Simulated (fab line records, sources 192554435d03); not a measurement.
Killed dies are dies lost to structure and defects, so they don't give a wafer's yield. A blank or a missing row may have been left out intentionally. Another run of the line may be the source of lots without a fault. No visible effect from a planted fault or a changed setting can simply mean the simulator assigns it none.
fab line records    flow n5_finfet    part 1 of 2: steps 1 to 4 of 6
[record] lots = 20  wafers = 60  last_day = 18
route steps=1938 shown BEOL_M12@1616
lots that met no fault: taken from a fault-free run of the same line
start_h: the number of hours between the record's first day and the start of the first shown wafer of the lot    wait_h: hours since the lot's step before    " identical to the entry in the row above    L1.1+2: one row covering several wafers at once    - value missing, or start not given    * or withheld: withheld    < > ~ a bound
route shown NAME@n: NAME is a module with steps in the file, n the number in the route of the first one    usual: average and standard deviation across the fault-free wafers    same: alike in all rows    chamber/n: place in a boat    sites: the reading at each site    _std_site: standard deviation of those values    _edge_site: outer sites' mean less inner sites'    radius_mm: for every site, how far away it sits from the centre of the wafer    mask NAME#n: copy n    behind: the most recent tool/chamber to have shaped the wafer    hold: why the lot was held/for how many hours/how that ended    device: names the non-switching transistor (n, p or np)    end of line: tests run on the same wafers once the route is complete    a step given without rows: its recipe and nothing more    killed: dies lost to structure and defects at the first sort, not the wafer's yield    map: a wafer's dies, marking killed ones x, the rest . and places with no die _
set.NAME: the setting the step ran with; set.NAME@STEP: the setting that earlier step ran with    model.NAME: the simulator's own value behind a step, which no gauge read
the route's steps for a sample of lots (tables are steps, rows are wafers)
services: the hour from which a tool's chamber was out of use, counted from the record's first day as start_h (under 0 if before that day), plus the number of hours and why
[[steps]]
[step N5_BEOL_M12_ETCH_59]
[recipe] chemistry = N2/H2  target = BARC  target_depth_a = 890  overetch_a = 267  time_s = 67.9  ion_energy_ev = 200  pressure_mtorr = 30  source_w = 840  bias_w = 150  n2_flow_sccm = 200  h2_flow_sccm = 200
[usual] drypump_motor_current_A = 5.8/0.49  oes_product_au = 0.67/0.062  rf_vpp_V = 525.0/2.4  showerhead_plenum_p_Torr = 2.58/0.087  throttle_valve_pct = 17.8/0.39
[same] time_s = 67.9
lot.wafer  tool         chamber  start_h  wait_h  drypump_motor_current_A  oes_product_au  rf_hours_counter_h  rf_vpp_V  showerhead_plenum_p_Torr  throttle_valve_pct
L075.1     rie_diel-05  2        257.67   0.0     5.4                      0.68            103                 521.2     2.47                      17.6
L075.4     "            2        "        "       5.5                      0.69            -                   520.0     2.46                      17.6
L075.6     "            1        "        "       5.8                      0.62            -                   527.6     2.64                      18.3
L076.2     rie_diel-06  0        259.07   0.0     6.3                      0.60            228                 523.7     2.63                      18.3
L076.5     "            0        "        "       6.3                      0.61            -                   525.7     2.63                      18.3
L076.6     "            3        "        "       5.0                      0.62            -                   527.5     2.64                      18.1
L078.1     rie_diel-06  1        270.93   0.0     6.5                      0.69            80                  527.7     2.67                      17.7
L078.3     "            2        "        "       5.9                      0.76            32                  522.5     2.45                      17.3
L078.6     "            1        "        "       6.5                      0.69            -                   526.5     2.67                      17.7
L080.3     rie_diel-06  2        283.73   0.0     5.9                      0.75            39                  522.0     2.45                      17.3
L080.4     "            1        "        "       6.5                      0.67            87                  528.1     2.66                      17.7
L080.5     "            2        "        "       5.9                      0.76            -                   522.4     2.45                      17.3
L081.1     rie_diel-04  1        284.27   0.0     5.8                      0.81            9                   524.6     2.62                      17.6
L081.5     "            1        "        "       5.8                      0.82            -                   524.6     2.62                      17.6
L081.6     "            0        "        "       5.0                      0.71            -                   522.7     2.43                      17.8
L082.1     rie_diel-05  3        290.27   0.0     5.9                      0.59            248                 525.4     2.58                      17.4
L082.5     "            0        "        "       6.2                      0.71            -                   529.8     2.65                      17.4
L082.6     "            1        "        "       5.9                      0.61            -                   526.8     2.63                      18.4
L083.2     rie_diel-06  1        298.73   0.0     6.5                      0.67            94                  527.4     2.66                      17.7
L083.3     "            3        "        "       5.0                      0.61            219                 525.3     2.64                      18.1
L083.4     "            2        "        "       5.9                      0.74            43                  522.2     2.45                      17.3
L085.1     rie_diel-06  1        299.64   0.0     6.5                      0.67            94                  527.3     2.66                      17.7
L085.3     "            3        "        "       5.1                      0.61            219                 525.8     2.64                      18.1
L085.4     "            0        "        "       6.4                      0.59            239                 525.8     2.62                      18.3
L088.1     rie_diel-05  1        315.80   0.0     5.8                      0.61            202                 526.4     2.63                      18.4
L088.2     "            0        "        "       6.2                      0.69            86                  527.2     2.65                      17.4
L088.5     "            3        "        "       5.9                      0.83            -                   526.7     2.58                      17.1
L084.1     rie_diel-06  3        316.46   0.0     5.0                      0.61            225                 525.1     2.63                      18.1
L084.2     "            1        "        "       6.5                      0.67            100                 527.0     2.66                      17.7
L084.3     "            0        "        "       6.3                      0.59            244                 525.1     2.62                      18.3
L086.1     rie_diel-05  2        316.79   0.0     5.4                      0.67            123                 521.2     2.46                      17.6
L086.3     "            1        "        "       5.8                      0.60            202                 526.4     2.63                      18.4
L086.5     "            1        "        "       5.8                      0.60            -                   524.8     2.63                      18.4
L089.1     rie_diel-04  3        336.39   0.0     6.3                      0.66            133                 522.8     2.57                      17.9
L089.4     "            0        "        "       5.0                      0.69            101                 521.1     2.43                      17.8
L089.6     "            0        "        "       5.0                      0.69            -                   520.5     2.43                      17.8
L087.3     rie_diel-06  2        336.67   0.0     5.9                      0.74            51                  522.8     2.45                      17.3
L087.4     "            1        "        "       6.5                      0.66            -                   527.1     2.66                      17.7
L087.5     "            2        "        "       5.9                      0.74            -                   522.9     2.45                      17.3
L090.1     rie_diel-05  3        336.92   0.0     5.8                      0.79            10                  525.7     2.58                      17.1
L090.2     "            2        "        "       5.5                      0.66            129                 523.1     2.45                      17.6
L090.3     "            0        "        "       6.2                      0.69            95                  526.3     2.64                      17.4
L092.1     rie_diel-05  1        355.39   0.0     5.9                      0.60            215                 526.6     2.62                      18.4
L092.4     "            3        "        "       5.8                      0.77            16                  524.6     2.58                      17.1
L092.6     "            2        "        "       5.4                      0.66            -                   520.6     2.45                      17.7
L094.1     rie_diel-05  2        360.59   0.0     5.4                      0.65            138                 521.0     2.45                      17.7
L094.2     "            3        "        "       5.9                      0.76            19                  525.0     2.57                      17.1
L094.5     "            1        "        "       5.8                      0.59            -                   526.8     2.62                      18.4
L093.3     rie_diel-06  3        363.34   0.0     5.0                      0.60            242                 526.5     2.63                      18.1
L093.4     "            1        "        "       6.5                      0.65            -                   525.8     2.65                      17.7
L093.5     "            2        "        "       5.9                      0.72            -                   522.5     2.44                      17.3
L096.1     rie_diel-04  3        364.08   0.0     6.3                      0.65            144                 525.3     2.57                      17.9
L096.2     "            1        "        "       5.8                      0.75            39                  526.5     2.60                      17.6
L096.6     "            3        "        "       6.3                      0.65            -                   523.7     2.57                      17.9
L095.1     rie_diel-05  0        381.20   0.0     6.2                      0.67            111                 527.2     2.64                      17.5
L095.2     "            2        "        "       5.4                      0.65            147                 520.5     2.45                      17.7
L095.5     "            0        "        "       6.2                      0.67            -                   527.5     2.64                      17.5
L097.1     rie_diel-05  0        388.75   0.0     6.2                      0.67            115                 529.1     2.63                      17.5
L097.3     "            1        "        "       5.8                      0.59            229                 525.8     2.62                      18.5
L097.5     "            3        "        "       5.8                      0.75            -                   525.7     2.57                      17.1
[step N5_BEOL_M12_DESCUM_33]
[recipe] chemistry = O2  time_s = 7.9  source_power_w = 50  bias_power_w = 20  pressure_mtorr = 20  rf_frequency_hz = 2.712e+07  temp_c = 40  o2_flow_sccm = 225
[usual] drypump_motor_current_A = 5.9/0.46  oes_product_au = 0.80/0.075  rf_vpp_V = 243.8/1.3  showerhead_plenum_p_Torr = 2.13/0.068  throttle_valve_pct = 20.4/0.4
[same] time_s = 7.9
lot.wafer  tool         chamber  start_h  wait_h  drypump_motor_current_A  oes_product_au  rf_hours_counter_h  rf_vpp_V  showerhead_plenum_p_Torr  throttle_valve_pct
L075.1     rie_diel-06  1        258.55   0.0     6.4                      0.81            74                  243.7     2.19                      20.2
L075.4     "            3        "        "       5.1                      0.73            200                 244.2     2.15                      20.3
L075.6     "            2        "        "       5.9                      0.92            -                   243.5     2.03                      20.0
L076.2     rie_diel-06  1        259.95   0.0     6.5                      0.82            75                  245.6     2.19                      20.2
L076.5     "            2        "        "       5.9                      0.92            -                   243.2     2.03                      20.0
L076.6     "            1        "        "       6.5                      0.81            -                   245.2     2.19                      20.3
L078.1     rie_diel-05  3        272.25   0.5     5.8                      0.70            241                 244.4     2.15                      20.1
L078.3     "            0        "        "       6.2                      0.82            67                  244.6     2.22                      20.2
L078.6     "            1        "        "       5.8                      0.71            -                   244.6     2.20                      21.1
L080.3     rie_diel-05  0        284.75   0.2     6.2                      0.82            72                  245.1     2.21                      20.2
L080.4     "            1        "        "       5.8                      0.72            188                 243.9     2.19                      21.1
L080.5     "            0        "        "       6.2                      0.83            -                   244.7     2.21                      20.2
L081.1     rie_diel-05  1        285.24   0.1     5.8                      0.71            188                 246.4     2.19                      21.1
L081.5     "            3        "        "       5.8                      0.69            -                   244.7     2.15                      20.1
L081.6     "            0        "        "       6.2                      0.82            -                   246.2     2.21                      20.2
L082.1     rie_diel-04  0        291.27   0.0     4.9                      0.81            86                  242.0     2.06                      21.0
L082.5     "            0        "        "       5.0                      0.81            -                   242.5     2.06                      21.0
L082.6     "            1        "        "       5.8                      0.95            -                   244.1     2.12                      19.9
L083.2     rie_diel-05  1        299.75   0.1     5.9                      0.71            194                 243.6     2.19                      21.2
L083.3     "            0        "        "       6.2                      0.82            -                   245.1     2.21                      20.2
L083.4     "            1        "        "       5.8                      0.73            -                   244.6     2.19                      21.2
L085.1     rie_diel-06  0        300.95   0.5     6.3                      0.69            239                 244.3     2.16                      20.8
L085.3     "            1        "        "       6.5                      0.80            95                  244.2     2.19                      20.3
L085.4     "            2        "        "       5.9                      0.89            44                  242.6     2.03                      20.0
L088.1     rie_diel-04  1        316.74   0.1     5.8                      0.94            22                  243.2     2.12                      19.9
L088.2     "            3        "        "       6.3                      0.79            126                 243.8     2.12                      20.3
L088.5     "            1        "        "       5.8                      0.94            -                   243.5     2.12                      19.9
L084.1     rie_diel-04  3        317.52   0.0     6.3                      0.78            126                 242.3     2.12                      20.3
L084.2     "            1        "        "       5.8                      0.95            22                  243.3     2.12                      19.9
L084.3     "            2        "        "       6.3                      0.77            139                 244.9     2.21                      20.6
L086.1     rie_diel-05  1        317.84   0.1     5.8                      0.71            202                 243.5     2.19                      21.2
L086.3     "            2        "        "       5.4                      0.78            123                 241.4     2.00                      20.1
L086.5     "            0        "        "       6.2                      0.80            -                   245.8     2.21                      20.2
L089.1     rie_diel-04  0        337.40   0.0     5.0                      0.81            101                 243.3     2.06                      21.0
L089.4     "            2        "        "       6.3                      0.76            147                 245.5     2.20                      20.6
L089.6     "            0        "        "       5.0                      0.81            -                   239.8     2.06                      21.0
L087.3     rie_diel-06  3        337.55   0.0     5.0                      0.71            230                 244.6     2.13                      20.3
L087.4     "            2        "        "       5.9                      0.87            -                   241.3     2.03                      20.0
L087.5     "            1        "        "       6.5                      0.78            -                   245.7     2.18                      20.3
L090.1     rie_diel-04  2        337.92   0.0     6.2                      0.76            147                 245.1     2.20                      20.6
L090.2     "            0        "        "       5.0                      0.80            102                 241.8     2.06                      21.0
L090.3     "            1        "        "       5.8                      0.91            30                  241.8     2.12                      19.9
L092.1     rie_diel-06  1        356.27   0.0     6.5                      0.77            115                 245.9     2.18                      20.3
L092.4     "            1        "        "       6.5                      0.77            -                   242.8     2.18                      20.3
L092.6     "            2        "        "       5.9                      0.86            -                   243.4     2.02                      20.1
L094.1     rie_diel-04  3        361.84   0.3     6.3                      0.76            143                 243.2     2.11                      20.3
L094.2     "            0        "        "       4.9                      0.79            110                 242.0     2.05                      21.0
L094.5     "            2        "        "       6.3                      0.74            -                   246.0     2.20                      20.6
L093.3     rie_diel-04  0        364.31   0.1     5.0                      0.78            111                 242.0     2.05                      21.0
L093.4     "            1        "        "       5.8                      0.90            39                  243.2     2.11                      20.0
L093.5     "            0        "        "       5.0                      0.79            -                   242.4     2.05                      21.0
L096.1     rie_diel-05  1        365.08   0.0     5.8                      0.69            219                 244.2     2.18                      21.2
L096.2     "            2        "        "       5.4                      0.76            140                 240.9     2.00                      20.1
L096.6     "            0        "        "       6.2                      0.79            -                   245.1     2.20                      20.2
L095.1     rie_diel-06  2        382.31   0.1     5.9                      0.84            72                  242.2     2.02                      20.1
L095.2     "            1        "        "       6.5                      0.76            126                 246.0     2.17                      20.3
L095.5     "            2        "        "       5.9                      0.84            -                   241.5     2.02                      20.1
L097.1     rie_diel-05  3        390.04   0.5     5.8                      0.88            25                  243.7     2.14                      19.9
L097.3     "            0        "        "       6.2                      0.78            116                 243.8     2.20                      20.2
L097.5     "            2        "        "       5.4                      0.75            -                   242.2     1.99                      20.1
[step N5_BEOL_M12_ETCH_67]
[recipe] chemistry = CF4  target = SiARC  target_depth_a = 1430  time_s = 238.3  ion_energy_ev = 80  pressure_mtorr = 40  source_w = 545  bias_w = 36  Ar_flow_sccm = 100  cf4_flow_sccm = 100  ends = cleared
[usual] drypump_motor_current_A = 5.9/0.47  etch_rf_on_time_s = 238/5  oes_product_au = 0.68/0.059  rf_vpp_V = 184.4/1.2  showerhead_plenum_p_Torr = 2.17/0.059  throttle_valve_pct = 15.54/0.27
lot.wafer  tool         chamber  start_h  wait_h  drypump_motor_current_A  etch_rf_on_time_s  oes_product_au  rf_hours_counter_h  rf_vpp_V  showerhead_plenum_p_Torr  throttle_valve_pct
L075.1     rie_diel-06  1        258.59   0.0     6.5                      224                0.71            74                  185.2     2.25                      15.50
L075.4     "            3        "        "       5.0                      234                0.63            200                 185.1     2.19                      15.49
L075.6     "            2        "        "       5.9                      240                0.77            -                   182.8     2.12                      15.39
L076.2     rie_diel-06  1        259.99   0.0     6.5                      228                0.70            75                  186.9     2.25                      15.50
L076.5     "            2        "        "       5.9                      237                0.77            -                   183.8     2.12                      15.40
L076.6     "            1        "        "       6.5                      225                0.71            -                   183.9     2.25                      15.50
L078.1     rie_diel-05  3        272.28   0.0     5.8                      238                0.60            241                 185.7     2.19                      15.39
L078.3     "            0        "        "       6.2                      239                0.71            67                  185.2     2.25                      15.30
L078.6     "            1        "        "       5.8                      236                0.62            -                   185.3     2.21                      16.06
L080.3     rie_diel-05  0        284.78   0.0     6.2                      241                0.70            72                  185.2     2.25                      15.33
L080.4     "            1        "        "       5.8                      237                0.61            188                 184.5     2.21                      16.07
L080.5     "            0        "        "       6.2                      242                0.70            -                   184.5     2.25                      15.31
L081.1     rie_diel-05  1        285.27   0.0     5.9                      238                0.61            188                 185.1     2.21                      16.08
L081.5     "            3        "        "       5.9                      244                0.59            -                   185.0     2.18                      15.41
L081.6     "            0        "        "       6.2                      244                0.70            -                   186.2     2.24                      15.30
L082.1     rie_diel-04  0        291.31   0.0     5.0                      236                0.71            86                  182.8     2.07                      15.79
L082.5     "            0        "        "       5.0                      239                0.70            -                   182.6     2.07                      15.78
L082.6     "            1        "        "       5.8                      244                0.80            -                   185.0     2.20                      15.19
L083.2     rie_diel-05  1        299.80   0.0     5.8                      234                0.61            194                 184.3     2.21                      16.10
L083.3     "            0        "        "       6.2                      241                0.69            -                   185.0     2.24                      15.33
L083.4     "            1        "        "       5.8                      235                0.61            -                   185.8     2.21                      16.07
L085.1     rie_diel-06  0        300.99   0.0     6.3                      246                0.58            239                 185.7     2.19                      15.89
L085.3     "            1        "        "       6.5                      225                0.69            95                  183.2     2.25                      15.55
L085.4     "            2        "        "       5.9                      239                0.74            44                  182.6     2.12                      15.43
L088.1     rie_diel-04  0        316.78   0.0     5.0                      238                0.70            96                  183.5     2.07                      15.80
L088.2     "            1        "        "       5.8                      243                0.78            22                  183.6     2.20                      15.20
L088.5     "            0        "        "       4.9                      235                0.71            -                   185.2     2.07                      15.79
L084.1     rie_diel-04  3        317.56   0.0     6.3                      234                0.67            126                 185.2     2.14                      15.37
L084.2     "            1        "        "       5.8                      247                0.77            22                  185.2     2.19                      15.22
L084.3     "            2        "        "       6.2                      234                0.66            139                 185.8     2.23                      15.70
L086.1     rie_diel-05  1        317.87   0.0     5.9                      235                0.62            202                 184.0     2.21                      16.09
L086.3     "            2        "        "       5.4                      237                0.67            123                 183.4     2.09                      15.51
L086.5     "            0        "        "       6.2                      244                0.69            -                   185.9     2.24                      15.34
L089.1     rie_diel-04  0        337.43   0.0     5.0                      237                0.70            101                 183.6     2.07                      15.83
L089.4     "            2        "        "       6.3                      235                0.65            147                 184.1     2.23                      15.71
L089.6     "            0        "        "       5.0                      235                0.70            -                   182.6     2.07                      15.81
L087.3     rie_diel-06  3        337.59   0.0     5.0                      242                0.60            231                 185.5     2.18                      15.57
L087.4     "            2        "        "       5.9                      243                0.72            -                   183.8     2.11                      15.44
L087.5     "            1        "        "       6.5                      226                0.68            -                   185.8     2.24                      15.57
L090.1     rie_diel-04  2        337.96   0.0     6.3                      240                0.64            147                 186.1     2.22                      15.73
L090.2     "            0        "        "       5.0                      236                0.69            102                 184.1     2.07                      15.80
L090.3     "            1        "        "       5.8                      247                0.76            31                  184.4     2.19                      15.23
L092.1     rie_diel-06  1        356.31   0.0     6.5                      229                0.67            115                 186.0     2.24                      15.59
L092.4     "            1        "        "       6.5                      231                0.66            -                   185.6     2.24                      15.58
L092.6     "            2        "        "       5.9                      245                0.71            -                   183.6     2.11                      15.45
L094.1     rie_diel-04  3        361.88   0.0     6.3                      233                0.66            143                 183.7     2.14                      15.42
L094.2     "            0        "        "       4.9                      234                0.68            110                 182.5     2.07                      15.83
L094.5     "            2        "        "       6.3                      237                0.64            -                   185.4     2.22                      15.74
L093.3     rie_diel-04  0        364.35   0.0     5.0                      236                0.69            111                 182.5     2.07                      15.82
L093.4     "            1        "        "       5.8                      244                0.75            39                  184.2     2.19                      15.24
L093.5     "            0        "        "       5.0                      236                0.68            -                   183.7     2.07                      15.84
L096.1     rie_diel-05  1        365.12   0.0     5.8                      238                0.60            219                 182.5     2.20                      16.13
L096.2     "            2        "        "       5.4                      238                0.65            140                 182.5     2.08                      15.54
L096.6     "            0        "        "       6.2                      246                0.66            -                   185.6     2.23                      15.37
L095.1     rie_diel-06  2        382.34   0.0     5.9                      242                0.70            72                  184.5     2.11                      15.49
L095.2     "            1        "        "       6.5                      227                0.66            126                 187.2     2.24                      15.61
L095.5     "            2        "        "       5.9                      241                0.71            -                   182.1     2.11                      15.46
L097.1     rie_diel-05  3        390.08   0.0     5.8                      236                0.76            25                  184.9     2.17                      15.02
L097.3     "            0        "        "       6.2                      246                0.66            116                 185.9     2.23                      15.39
L097.5     "            2        "        "       5.4                      237                0.65            -                   182.5     2.08                      15.56
[step N5_BEOL_M12_ETCH_68]
[recipe] chemistry = N2/H2  target = SOC  mask_material = SiARC  source_w = 3000  bias_w = 350  temp_c = 40  time_s = 285  ion_energy_ev = 200  pressure_mtorr = 30  n2_flow_sccm = 200  h2_flow_sccm = 200
[usual] drypump_motor_current_A = 5.9/0.45  oes_product_au = 0.80/0.07  rf_vpp_V = 525.0/2.2  showerhead_plenum_p_Torr = 2.58/0.085  throttle_valve_pct = 17.6/0.34
[same] time_s = 285
lot.wafer  tool         chamber  start_h  wait_h  drypump_motor_current_A  oes_product_au  rf_hours_counter_h  rf_vpp_V  showerhead_plenum_p_Torr  throttle_valve_pct
L075.1     rie_diel-06  1        258.73   0.1     6.5                      0.81            74                  526.8     2.67                      17.5
L075.4     "            3        "        "       5.1                      0.74            201                 525.4     2.65                      17.9
L075.6     "            2        "        "       5.9                      0.89            -                   521.8     2.46                      17.2
L076.2     rie_diel-06  1        260.14   0.1     6.5                      0.81            75                  528.7     2.67                      17.6
L076.5     "            2        "        "       5.9                      0.90            -                   522.4     2.46                      17.2
L076.6     "            1        "        "       6.5                      0.81            -                   527.8     2.67                      17.6
L078.1     rie_diel-05  3        272.43   0.1     5.9                      0.69            241                 524.2     2.59                      17.3
L078.3     "            0        "        "       6.2                      0.81            67                  528.1     2.66                      17.3
L078.6     "            1        "        "       5.9                      0.73            -                   525.8     2.64                      18.3
L080.3     rie_diel-05  0        284.93   0.1     6.2                      0.82            72                  527.2     2.65                      17.3
L080.4     "            1        "        "       5.8                      0.71            188                 527.0     2.63                      18.3
L080.5     "            0        "        "       6.2                      0.82            -                   529.5     2.65                      17.3
L081.1     rie_diel-05  1        285.42   0.1     5.8                      0.72            189                 526.2     2.63                      18.3
L081.5     "            3        "        "       5.8                      0.68            -                   526.5     2.58                      17.3
L081.6     "            0        "        "       6.2                      0.82            -                   527.7     2.65                      17.3
L082.1     rie_diel-04  0        291.45   0.1     5.0                      0.80            86                  522.8     2.43                      17.7
L082.5     "            0        "        "       5.0                      0.80            -                   522.2     2.43                      17.7
L082.6     "            1        "        "       5.8                      0.94            -                   525.1     2.62                      17.5
L083.2     rie_diel-05  1        300.02   0.1     5.9                      0.72            194                 525.0     2.63                      18.3
L083.3     "            0        "        "       6.2                      0.81            -                   527.9     2.65                      17.3
L083.4     "            1        "        "       5.9                      0.73            -                   525.4     2.63                      18.3
L085.1     rie_diel-06  0        301.13   0.1     6.4                      0.70            239                 525.0     2.62                      18.2
L085.3     "            1        "        "       6.5                      0.80            95                  528.7     2.66                      17.6
L085.4     "            2        "        "       5.9                      0.88            44                  523.3     2.45                      17.2
L088.1     rie_diel-04  2        316.93   0.1     6.3                      0.76            138                 527.3     2.68                      18.0
L088.2     "            1        "        "       5.8                      0.91            22                  524.7     2.61                      17.5
L088.5     "            1        "        "       5.8                      0.92            -                   526.2     2.61                      17.5
L084.1     rie_diel-04  3        317.70   0.1     6.2                      0.77            126                 523.8     2.57                      17.7
L084.2     "            1        "        "       5.8                      0.92            23                  524.5     2.61                      17.5
L084.3     "            2        "        "       6.2                      0.76            139                 528.0     2.68                      18.0
L086.1     rie_diel-05  1        318.02   0.1     5.9                      0.72            202                 525.9     2.63                      18.3
L086.3     "            2        "        "       5.4                      0.78            123                 522.3     2.46                      17.5
L086.5     "            0        "        "       6.2                      0.79            -                   528.0     2.65                      17.3
L089.1     rie_diel-04  0        337.58   0.1     5.0                      0.80            101                 521.8     2.43                      17.7
L089.4     "            2        "        "       6.3                      0.75            147                 528.0     2.68                      18.0
L089.6     "            0        "        "       5.0                      0.79            -                   521.5     2.43                      17.7
L087.3     rie_diel-06  3        337.73   0.1     5.1                      0.71            231                 526.3     2.63                      18.0
L087.4     "            2        "        "       5.9                      0.86            -                   520.7     2.45                      17.2
L087.5     "            1        "        "       6.5                      0.78            -                   528.0     2.65                      17.6
L090.1     rie_diel-04  2        338.10   0.1     6.3                      0.74            147                 527.4     2.68                      18.0
L090.2     "            0        "        "       5.0                      0.80            102                 520.4     2.43                      17.7
L090.3     "            1        "        "       5.8                      0.90            31                  523.9     2.61                      17.5
L092.1     rie_diel-06  1        356.46   0.1     6.5                      0.76            115                 527.3     2.65                      17.6
L092.4     "            1        "        "       6.5                      0.77            -                   527.2     2.65                      17.6
L092.6     "            2        "        "       5.9                      0.84            -                   522.2     2.44                      17.2
L094.1     rie_diel-04  3        362.02   0.1     6.3                      0.76            143                 522.8     2.57                      17.8
L094.2     "            0        "        "       5.0                      0.78            110                 521.0     2.42                      17.7
L094.5     "            2        "        "       6.3                      0.74            -                   526.4     2.68                      18.0
L093.3     rie_diel-04  0        364.50   0.1     5.0                      0.79            111                 523.3     2.42                      17.7
L093.4     "            1        "        "       5.8                      0.88            40                  525.6     2.60                      17.6
L093.5     "            0        "        "       5.0                      0.79            -                   522.9     2.42                      17.7
L096.1     rie_diel-05  1        365.26   0.1     5.8                      0.70            219                 524.6     2.62                      18.3
L096.2     "            2        "        "       5.5                      0.76            140                 521.5     2.45                      17.5
L096.6     "            0        "        "       6.2                      0.78            -                   526.7     2.64                      17.4
L095.1     rie_diel-06  2        382.49   0.1     5.9                      0.83            72                  521.9     2.44                      17.2
L095.2     "            1        "        "       6.5                      0.76            126                 528.0     2.65                      17.6
L095.5     "            2        "        "       5.9                      0.83            -                   523.2     2.44                      17.2
L097.1     rie_diel-05  3        390.23   0.1     5.8                      0.89            25                  525.4     2.57                      17.0
L097.3     "            0        "        "       6.2                      0.77            116                 527.3     2.63                      17.4
L097.5     "            2        "        "       5.4                      0.75            -                   521.1     2.44                      17.6
